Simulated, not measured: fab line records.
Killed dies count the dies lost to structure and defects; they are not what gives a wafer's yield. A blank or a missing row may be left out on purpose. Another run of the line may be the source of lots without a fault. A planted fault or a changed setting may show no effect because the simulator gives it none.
Chamber matching    flow nand_harc    3 sister chambers for NHARC_P_M1_PRE_CLEAN_32 on pecvd-02
The step time 12 s. 3 wafers are shown with their chamber, then 7 later ones without.

== WAFERS PAIRED WITH THEIR CHAMBERS ==
wafer   chamber  heater_power_w (W)
L083.6  0        593
L084.1  2        735
L084.3  1        610

== WAFERS WITHOUT THEIR CHAMBER ==
wafer   heater_power_w (W)
L084.6  644
L089.2  651
L089.3  651
L089.4  656
L091.2  699
L091.4  738
L091.5  628

== WHICH CHAMBER EACH WENT THROUGH ==
wafer   from the rows above           in truth
L084.6  can't be placed: 1 or 0 or 2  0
L089.2  can't be placed: 1 or 0 or 2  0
L089.3  can't be placed: 1 or 0 or 2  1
L089.4  can't be placed: 1 or 0 or 2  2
L091.2  can't be placed: 2 or 1       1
L091.4  2                             2
L091.5  can't be placed: 1 or 0       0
Correct placement for 1 of the 7. Unplaceable from these rows: 6, with the true chamber sitting among the candidates in 6. Placed wrongly: 0.
How it was worked out, from the rows above alone: a wafer's distance from a chamber is the root of the sum, over the readings, of the square of ((its reading less the chamber's mean) divided by the reading's scatter). The wafer belongs to the nearest chamber; if the next one is less than 2 further off, it can't be placed. Each chamber's mean is taken over the wafers shown for it. The scatter: root of mean squared gap, hidden wafer to nearest shown wafer, with one shown wafer a chamber.
